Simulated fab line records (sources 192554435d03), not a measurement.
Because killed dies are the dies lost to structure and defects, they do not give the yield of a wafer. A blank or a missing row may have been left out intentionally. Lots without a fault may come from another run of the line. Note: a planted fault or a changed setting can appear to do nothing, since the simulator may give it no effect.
A struck lot beside a sound one ; flow n5Finfet ; 15 out of 1938 route steps
Sound: the wafers L723.2, L723.4, L723.6. Struck: wafer L732.6 (left out: L732.4, L732.5 of the same lot, which were not struck); the cause appears at the end.
Each step with rows lists, per side, the tool, then ch with its chambers, then its first start. Under that, the readings that differ: sound wafers ; struck wafers ; difference of the means ; sigmas: that difference in standard deviations of wafers without a fault.
alike: words and numbers the same on both sides, and readings whose means are apart by under 2 such deviations; not compared: readings that were withheld, readings missing a value for some wafer, numbers with overlapping values and no deviation given by the record, and bounds like >300 which may hide the same value.
Wherever a step has rows on one side only, a row that says differs or no value, or a row with sigmas, the two part there. Numbers that have no deviation but don't overlap get no sigmas and don't part them. A reading missing from all wafers of one side parts the sides only when that side holds two or more wafers.

first, 1 step without rows for these wafers: N5_BEOL_M13_STRIP_69 (strips in N2/H2).
N5_BEOL_M13_TRENCH_ETCH_34: etches SiOC in C4F8/O2/Ar, target depth 413.47 nm, time 162.6 s.
  sound on rieDiel-01 ch 2,3, day 12 14:20; struck on rieDiel-01 ch 2, day 14 23:39
  alike: C4F8_flow_sccm, drypumpMotorCurrentA, oesProductAu, rfVppV, showerheadPlenumPTorr, throttleValvePct
  not compared: rfHoursCounterH
then, 1 step without rows for these wafers: N5_BEOL_M13_STRIP_70 (strips in C4F8/O2/Ar).
N5_BEOL_M13_OCD_MEAS_35:
  sound: ocd-01 at day 12 14:30; struck: ocd-02 at day 14 23:50
  alike: trenchDepthNm
N5_BEOL_M13_STRIP_37: strips in N2/H2.
  sound on plasmaAsher-01 ch 0, day 12 14:32; struck on plasmaAsher-02 ch 0, day 14 23:53
reading;sound;struck;difference;sigmas
drypumpMotorCurrentA (A);6.44 6.42 6.42;6.22;-0.21;-2
  alike: heaterPowerW, oesProductAu
  not compared: rfHoursCounterH
N5_BEOL_M13_ETCH_38: etches SiCN in CF4/N2, target depth 67.5 nm, time 71.9 s.
  sound on rieDiel-01 ch 1,3, day 12 14:58; struck on rieDiel-01 ch 0, day 15 00:32
  alike: drypumpMotorCurrentA, oesProductAu, rfVppV, showerheadPlenumPTorr, throttleValvePct
  not compared: rfHoursCounterH
then, 2 steps without rows for these wafers: N5_BEOL_M13_PRECLEAN_39 (cleans in residue remover, time 60 s); N5_BEOL_M13_SRD_40 (time 30 s, dry time 30 s).
N5_BEOL_M13_DEGAS_41: time 60 s.
  sound: pvdSputter-02 at day 12 15:45; struck: pvdSputter-01 at day 15 01:14
  alike: heaterPowerW, susceptorTempC
then, 1 step without rows for these wafers: N5_BEOL_M13_PRE_CLEAN_42 (time 30 s).
N5_BEOL_M13_SPUTTER_43: material TaN, target thk 15 nm, time 24.19 s.
  sound: pvdSputter-02 at day 12 15:50; struck: pvdSputter-01 at day 15 01:20
reading;sound;struck;difference;sigmas
throttleValvePct (%);28.4 30.5 28.1;31.6;+2.6;+2
  alike: cathodeDcPowerW, chamberPressurePa, susceptorTempC
then, 1 step without rows for these wafers: N5_BEOL_M13_SPUTTER_44 (material Ta, target thk 10 nm, time 16.13 s).
N5_BEOL_M13_SPUTTER_45: material Cu, target thk 80 nm, time 13.33 s.
  sound: pvdSputter-02 at day 12 15:59; struck: pvdSputter-01 at day 15 01:30
reading;sound;struck;difference;sigmas
cathodeDcPowerW (W);25997 26000 26011;23233;-2770;-99 or more
throttleValvePct (%);28.5 30.0 28.4;31.7;+2.7;+2
  alike: chamberPressurePa, chuckGasFlowSccm, susceptorTempC
then, 1 step without rows for these wafers: N5_BEOL_M13_ECD_47 (material Cu, target thk 936 nm).
N5_PASSIVATION_PROBE_49:
  rows exist in the record for the sound wafers here (prober-02, day 13 22:31), none for the struck ones

## WHERE THEY PART
At N5_BEOL_M13_STRIP_37 first; at N5_PASSIVATION_PROBE_49 last (within this record only).

WHY: what had been put in by the simulator
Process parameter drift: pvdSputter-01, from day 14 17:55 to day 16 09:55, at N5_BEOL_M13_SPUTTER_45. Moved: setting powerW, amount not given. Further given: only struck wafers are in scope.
